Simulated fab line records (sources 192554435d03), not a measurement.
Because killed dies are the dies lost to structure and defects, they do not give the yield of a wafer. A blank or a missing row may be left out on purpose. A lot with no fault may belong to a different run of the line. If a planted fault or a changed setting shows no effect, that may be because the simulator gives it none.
fab line records    flow n5Finfet
record: lots: 7  wafers: 39
route steps=1938 shown BEOL_M9@1401 BEOL_M10@1470 PASSIVATION@1929
startH: hours from the record's opening day to when the first of the lot's shown wafers began    waitH: hours from the lot's prior step to this one    " repeats the value in the row above    L1.1+2: several wafers, shown together as one row    - no value, or no start given    * or withheld: withheld    < > ~ a bound
route shown NAME@n: NAME is a module with steps in the file, n the number in the route of the first one    usual: the fault-free wafers' mean and standard deviation    same: alike in all rows    chamber/n: place in a boat    sites: per-site readings    _std_site: how widely they spread, as a standard deviation    _edge_site: inner sites' mean taken away from outer sites' mean    radiusMm: how far each site lies from the wafer's centre    mask NAME#n: copy n    behind: tool/chamber where the wafer was last shaped    hold: what put the lot on hold/how long, in hours/how the hold closed    device: the transistor (n, p or np) that didn't switch    end of line: tests run on the same wafers once the route is complete    where a step has no rows: the recipe by itself    killed: count of dies lost to structure and defects at first sort (not the wafer's yield)    map: per-die view of a wafer (x killed, . not killed, _ where there is no die)
set.NAME: the run value of the setting; set.NAME@STEP: its run value at that earlier step    model.NAME: the simulator's own value behind a step, which no gauge read
lots whose settings were changed on purpose; a table a step, a row a wafer
== steps ==
step: N5_BEOL_M9_ILD_DEP_00
recipe: material: SiCOH_lowk  targetThkA: 3085.1  tempC: 300  precursor: DEMS/porogen  pressureTorr: 5  rfW: 500  timeS: 58
lot.wafer  tool      chamber  startH  waitH  set.timeS  model.SiCOH_lowk_of_BEOL_M9_ILD_DEP_00.thkNm
L075.1     pecvd-02  0        188.86  0.0    58         300.4
L075.2     "         1        "       "      90         473
L075.3     "         1        "       "      58         311
L075.4     "         0        "       "      58         310.4
L075.5     "         0        "       "      90         473.2
L075.6     "         1        "       "      90         479
L078.1     pecvd-02  1        212.66  0.0    58         303
L078.2     "         0        "       "      58         301.6
L078.3     "         0        "       "      73.14      382.8
L078.4     "         1        "       "      58         302.4
L078.5     "         0        "       "      73.14      383
L078.6     "         1        "       "      73.14      385.2
L082.1     pecvd-04  0        285.67  0.0    58         316.2
L082.2     "         2        "       "      58         314.8
L082.3     "         1        "       "      78.19      415
L082.4     "         1        "       "      78.19      424.4
L082.5     "         0        "       "      58         323.6
L082.6     "         2        "       "      78.19      424
L084.1     pecvd-04  1        297.74  0.0    58         311
L084.2     "         0        "       "      58         318.2
L084.3     "         2        "       "      32.23      177.2
L084.4     "         2        "       "      32.23      180.6
L084.5     "         1        "       "      32.23      179
L084.6     "         0        "       "      58         323
L088.1     pecvd-02  0        300.63  0.0    58         307.4
L088.2     "         1        "       "      58         308.6
L088.3     "         2        "       "      58         306
L088.4     "         0        "       "      30.59      169.6
L088.5     "         2        "       "      30.59      162.2
L088.6     "         1        "       "      30.59      172.8
L091.1     pecvd-04  0        314.69  0.0    58         314.4
L091.2     "         1        "       "      58         312.6
L091.3     "         2        "       "      32.4       178.2
L091.4     "         0        "       "      32.4       188.6
L091.5     "         1        "       "      32.4       183.6
L091.6     "         2        "       "      58         315
L096.1     pecvd-02  0        349.17  0.0    58         307.4
L096.2     "         2        "       "      58         305.4
L096.6     "         0        "       "      58         305.2
step: N5_BEOL_M9_CURE_71
recipe: tempC: 385  timeS: 240  ambient: He/Ar  material: SiCOH_lowk
lot.wafer  tool       chamber  startH  waitH  set.timeS@BEOL_M9_ILD_DEP_00  model.SiCOH_lowk_of_BEOL_M9_ILD_DEP_00.thkNm
L075.1     uvCure-03  0        188.96  0.1    58                            261
L075.2     "          0        "       "      90                            414.6
L075.3     "          0        "       "      58                            270.2
L075.4     "          0        "       "      58                            269.8
L075.5     "          0        "       "      90                            414.8
L075.6     "          0        "       "      90                            420.2
L078.1     uvCure-03  1        212.77  0.1    58                            263.2
L078.2     "          1        "       "      58                            261.8
L078.3+5   "          1        "       "      73.14                         334
L078.4     "          1        "       "      58                            262.6
L078.6     "          1        "       "      73.14                         336
L082.1     uvCure-01  0        285.75  0.0    58                            274.8
L082.2     "          0        "       "      58                            273.6
L082.3     "          0        "       "      78.19                         362.6
L082.4     "          0        "       "      78.19                         371
L082.5     "          0        "       "      58                            281.4
L082.6     "          0        "       "      78.19                         370.8
L084.1     uvCure-02  1        297.82  0.0    58                            270.2
L084.2     "          1        "       "      58                            276.6
L084.3     "          1        "       "      32.23                         152.8
L084.4     "          1        "       "      32.23                         155.6
L084.5     "          1        "       "      32.23                         154.4
L084.6     "          1        "       "      58                            280.8
L088.1     uvCure-01  1        300.71  0.0    58                            267
L088.2     "          1        "       "      58                            268
L088.3     "          1        "       "      58                            265.8
L088.4     "          1        "       "      30.59                         146.2
L088.5     "          1        "       "      30.59                         139.6
L088.6     "          1        "       "      30.59                         149
L091.1     uvCure-01  0        314.78  0.1    58                            273.2
L091.2     "          0        "       "      58                            271.6
L091.3     "          0        "       "      32.4                          153.6
L091.4     "          0        "       "      32.4                          162.8
L091.5     "          0        "       "      32.4                          158.4
L091.6     "          0        "       "      58                            273.6
L096.1     uvCure-01  1        349.25  0.0    58                            267
L096.2+6   "          1        "       "      58                            265.2
step: N5_BEOL_M9_THK_MEAS_01
recipe: reads: SiCOH_lowk_of_BEOL_M9_ILD_DEP_00
usual: M9_ILD_THK: 269/5
lot.wafer  tool          chamber  startH  waitH  set.timeS@BEOL_M9_ILD_DEP_00  M9_ILD_THK[nm]
L075.1     filmMetro-01  -        189.48  0.4    58                            261
L075.2     "             -        "       "      90                            415
L075.3     "             -        "       "      58                            270
L075.4     "             -        "       "      58                            270
L075.5     "             -        "       "      90                            415
L075.6     "             -        "       "      90                            420
L078.1     filmMetro-02  -        213.28  0.4    58                            263
L078.2     "             -        "       "      58                            262
L078.3     "             -        "       "      73.14                         334
L078.4     "             -        "       "      58                            263
L078.5     "             -        "       "      73.14                         334
L078.6     "             -        "       "      73.14                         336
L082.1     filmMetro-02  -        286.26  0.4    58                            275
L082.2     "             -        "       "      58                            274
L082.3     "             -        "       "      78.19                         363
L082.4     "             -        "       "      78.19                         371
L082.5     "             -        "       "      58                            281
L082.6     "             -        "       "      78.19                         371
L084.1     filmMetro-02  -        298.33  0.4    58                            270
L084.2     "             -        "       "      58                            277
L084.3     "             -        "       "      32.23                         153
L084.4     "             -        "       "      32.23                         156
L084.5     "             -        "       "      32.23                         155
L084.6     "             -        "       "      58                            281
L088.1     filmMetro-02  -        301.22  0.4    58                            267
L088.2     "             -        "       "      58                            268
L088.3     "             -        "       "      58                            266
L088.4     "             -        "       "      30.59                         146
L088.5     "             -        "       "      30.59                         140
L088.6     "             -        "       "      30.59                         149
L091.1     filmMetro-01  -        315.29  0.4    58                            273
L091.2     "             -        "       "      58                            272
L091.3     "             -        "       "      32.4                          154
L091.4     "             -        "       "      32.4                          163
L091.5     "             -        "       "      32.4                          158
L091.6     "             -        "       "      58                            274
L096.1     filmMetro-02  -        349.76  0.4    58                            267
L096.2     "             -        "       "      58                            265
L096.6     "             -        "       "      58                            265
step: N5_BEOL_M10_ILD_DEP_00
recipe: material: SiCOH_lowk  targetThkA: 3085.1  tempC: 300  precursor: DEMS/porogen  pressureTorr: 5  rfW: 500  timeS: 58
lot.wafer  tool      chamber  startH  waitH  set.targetThkA  model.SiCOH_lowk_of_BEOL_M10_ILD_DEP_00.thkNm
L075.1     pecvd-03  2        194.51  0.1    2155            216.6
L075.2     "         0        "       "      2155            216.2
L075.3     "         1        "       "      3085.1          304.8
L075.4     "         1        "       "      3085.1          310.8
L075.5     "         0        "       "      2155            221.8
L075.6     "         2        "       "      3085.1          311.6
L078.1     pecvd-03  1        218.19  0.0    3085.1          303.8
L078.2     "         0        "       "      1686            167.8
L078.3     "         2        "       "      1686            174.2
L078.4     "         1        "       "      3085.1          304
L078.5     "         0        "       "      3085.1          310.6
L078.6     "         2        "       "      1686            167.4
L082.1     pecvd-02  1        293.98  0.0    3085.1          302
L082.2     "         2        "       "      3085.1          307
L082.3     "         0        "       "      3085.1          306
L082.4     "         1        "       "      3085.1          306.8
L082.5     "         0        "       "      3085.1          311.6
L082.6     "         2        "       "      3085.1          315.8
L084.1     pecvd-01  1        304.43  0.0    3085.1          305.2
L084.2     "         0        "       "      3085.1          307
L084.3     "         2        "       "      3085.1          311.4
L084.4     "         0        "       "      3085.1          307.2
L084.5     "         1        "       "      3085.1          311
L084.6     "         2        "       "      3085.1          313.6
L088.1     pecvd-02  0        307.56  0.0    4076            406.6
L088.2     "         1        "       "      3085.1          308
L088.3     "         2        "       "      3085.1          308.6
L088.4     "         0        "       "      4076            409.6
L088.5     "         2        "       "      4076            414.8
L088.6     "         1        "       "      3085.1          308.2
L091.1     pecvd-03  0        320.15  0.0    3085.1          310
L091.2     "         1        "       "      4721            468.4
L091.3     "         2        "       "      4721            470.6
L091.4     "         2        "       "      3085.1          311.2
L091.5     "         0        "       "      4721            479.2
L091.6     "         1        "       "      3085.1          310.8
L096.1     pecvd-02  2        356.94  0.0    3085.1          306.4
L096.2     "         0        "       "      3085.1          303.6
L096.6     "         2        "       "      3085.1          307.4
step: N5_BEOL_M10_CURE_71
recipe: tempC: 385  timeS: 240  ambient: He/Ar  material: SiCOH_lowk
lot.wafer  tool       chamber  startH  waitH  set.targetThkA@BEOL_M10_ILD_DEP_00  model.SiCOH_lowk_of_BEOL_M10_ILD_DEP_00.thkNm
L075.1     uvCure-02  2        194.59  0.0    2155                                187.2
L075.2     "          2        "       "      2155                                186.8
L075.3     "          2        "       "      3085.1                              264.8
L075.4     "          2        "       "      3085.1                              270
L075.5     "          2        "       "      2155                                191.6
L075.6     "          2        "       "      3085.1                              270.6
L078.1     uvCure-02  1        218.27  0.0    3085.1                              263.8
L078.2     "          1        "       "      1686                                144.6
L078.3     "          1        "       "      1686                                150.2
L078.4     "          1        "       "      3085.1                              264
L078.5     "          1        "       "      3085.1                              269.8
L078.6     "          1        "       "      1686                                144.2
L082.1     uvCure-01  0        294.06  0.0    3085.1                              262.4
L082.2+4   "          0        "       "      3085.1                              266.6
L082.3     "          0        "       "      3085.1                              265.8
L082.5     "          0        "       "      3085.1                              270.6
L082.6     "          0        "       "      3085.1                              274.6
L084.1     uvCure-03  1        304.51  0.0    3085.1                              265
L084.2+4   "          1        "       "      3085.1                              266.8
L084.3     "          1        "       "      3085.1                              270.4
L084.5     "          1        "       "      3085.1                              270.2
L084.6     "          1        "       "      3085.1                              272.6
L088.1     uvCure-03  1        307.63  0.0    4076                                355.2
L088.2+6   "          1        "       "      3085.1                              267.6
L088.3     "          1        "       "      3085.1                              268
L088.4     "          1        "       "      4076                                358
L088.5     "          1        "       "      4076                                362.4
L091.1     uvCure-03  0        320.22  0.0    3085.1                              269.2
L091.2     "          0        "       "      4721                                410.6
L091.3     "          0        "       "      4721                                412.6
L091.4     "          0        "       "      3085.1                              270.4
L091.5     "          0        "       "      4721                                420.2
L091.6     "          0        "       "      3085.1                              270
L096.1     uvCure-02  2        357.26  0.3    3085.1                              266.2
L096.2     "          2        "       "      3085.1                              263.6
L096.6     "          2        "       "      3085.1                              267
step: N5_BEOL_M10_THK_MEAS_01
recipe: reads: SiCOH_lowk_of_BEOL_M10_ILD_DEP_00
usual: M10_ILD_THK: 267/3.5
lot.wafer  tool          chamber  startH  waitH  set.targetThkA@BEOL_M10_ILD_DEP_00  M10_ILD_THK[nm]
L075.1     filmMetro-01  -        195.12  0.4    2155                                187
L075.2     "             -        "       "      2155                                187
L075.3     "             -        "       "      3085.1                              265
L075.4     "             -        "       "      3085.1                              270
L075.5     "             -        "       "      2155                                192
L075.6     "             -        "       "      3085.1                              271
L078.1     filmMetro-02  -        218.78  0.4    3085.1                              264
L078.2     "             -        "       "      1686                                145
L078.3     "             -        "       "      1686                                150
L078.4     "             -        "       "      3085.1                              264
L078.5     "             -        "       "      3085.1                              270
L078.6     "             -        "       "      1686                                144
L082.1     filmMetro-02  -        294.57  0.4    3085.1                              262
L082.2     "             -        "       "      3085.1                              267
L082.3     "             -        "       "      3085.1                              266
L082.4     "             -        "       "      3085.1                              266
L082.5     "             -        "       "      3085.1                              271
L082.6     "             -        "       "      3085.1                              275
L084.1     filmMetro-01  -        305.02  0.4    3085.1                              265
L084.2     "             -        "       "      3085.1                              267
L084.3     "             -        "       "      3085.1                              270
L084.4     "             -        "       "      3085.1                              267
L084.5     "             -        "       "      3085.1                              270
L084.6     "             -        "       "      3085.1                              273
L088.1     filmMetro-01  -        308.15  0.4    4076                                355
L088.2     "             -        "       "      3085.1                              268
L088.3     "             -        "       "      3085.1                              268
L088.4     "             -        "       "      4076                                358
L088.5     "             -        "       "      4076                                363
L088.6     "             -        "       "      3085.1                              268
L091.1     filmMetro-02  -        320.74  0.4    3085.1                              269
L091.2     "             -        "       "      4721                                411
L091.3     "             -        "       "      4721                                412
L091.4     "             -        "       "      3085.1                              271
L091.5     "             -        "       "      4721                                420
L091.6     "             -        "       "      3085.1                              270
L096.1     filmMetro-01  -        357.77  0.4    3085.1                              266
L096.2     "             -        "       "      3085.1                              263
L096.6     "             -        "       "      3085.1                              267
step: N5_PASSIVATION_PASS_ETCH_47
recipe: chemistry: CF4/O2  target: SiNx  targetDepthA: 7700  timeS: 385  ionEnergyEv: 100  pressureMtorr: 40  sourceW: 535  biasW: 49  Ar_flow_sccm: 100  cf4FlowSccm: 100  O2_flow_sccm: 10
lot.wafer  tool        chamber  startH  waitH  set.timeS  model.etch.depthNm
L075.1     rieDiel-04  0        238.53  0.0    385        768.1
L075.2     "           1        "       "      385        704.4
L075.3     "           3        "       "      385        813
L075.4     "           2        "       "      385        735
L075.5     "           2        "       "      385        740.8
L075.6     "           3        "       "      385        813.5
L078.1     rieDiel-03  3        271.57  0.0    385        749.5
L078.2     "           2        "       "      385        768
L078.3     "           1        "       "      188.7      382.2
L078.4     "           0        "       "      188.7      383.8
L078.5     "           3        "       "      385        747.9
L078.6     "           2        "       "      188.7      374.6
L082.1     rieDiel-04  3        342.17  0.0    385        813.8
L082.2     "           2        "       "      243.6      475
L082.3     "           0        "       "      243.6      487.1
L082.4     "           1        "       "      385        696.1
L082.5     "           1        "       "      385        699.9
L082.6     "           2        "       "      243.6      475.9
L084.1     rieDiel-03  2        367.99  0.0    385        764.8
L084.2     "           1        "       "      385        782.1
L084.3     "           0        "       "      246.4      507.5
L084.4     "           3        "       "      385        750.7
L084.5     "           0        "       "      246.4      505.3
L084.6     "           1        "       "      246.4      501.7
L088.1     rieDiel-05  2        373.62  0.0    385        797.2
L088.2     "           3        "       "      385        815.9
L088.3     "           0        "       "      385        768.3
L088.4     "           0        "       "      385        767.3
L088.5     "           2        "       "      385        798
L088.6     "           3        "       "      385        815.6
L091.1     rieDiel-03  0        388.95  0.0    385        784.6
L091.2     "           1        "       "      385        787.3
L091.3     "           3        "       "      385        762.9
L091.4     "           2        "       "      385        775.9
L091.5     "           1        "       "      385        790.7
L091.6     "           2        "       "      385        774.9
L096.1     rieDiel-05  0        415.99  0.0    385        759.1
L096.2     "           3        "       "      385        799.1
L096.6     "           3        "       "      385        793.6
== key ==
split: step: N5_BEOL_M9_ILD_DEP_00  setting: timeS  stated: 58  by: wafer
response: step: N5_BEOL_M9_ILD_DEP_00  reading: model.SiCOH_lowk_of_BEOL_M9_ILD_DEP_00.thkNm  change: +3.02  per: 1%  r: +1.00
response: step: N5_BEOL_M9_CURE_71  reading: model.SiCOH_lowk_of_BEOL_M9_ILD_DEP_00.thkNm  change: +2.66  per: 1%  r: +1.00
response: step: N5_BEOL_M9_THK_MEAS_01  reading: M9_ILD_THK  change: +2.66  per: 1%  r: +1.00
split: step: N5_BEOL_M10_ILD_DEP_00  setting: targetThkA  stated: 3085.1  by: wafer
response: step: N5_BEOL_M10_ILD_DEP_00  reading: model.SiCOH_lowk_of_BEOL_M10_ILD_DEP_00.thkNm  change: +3.05  per: 1%  r: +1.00
response: step: N5_BEOL_M10_CURE_71  reading: model.SiCOH_lowk_of_BEOL_M10_ILD_DEP_00.thkNm  change: +2.7  per: 1%  r: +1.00
response: step: N5_BEOL_M10_THK_MEAS_01  reading: M10_ILD_THK  change: +2.7  per: 1%  r: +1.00
split: step: N5_PASSIVATION_PASS_ETCH_47  setting: timeS  stated: 385  by: wafer
response: step: N5_PASSIVATION_PASS_ETCH_47  reading: model.etch.depthNm  change: +7.24  per: 1%  r: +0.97
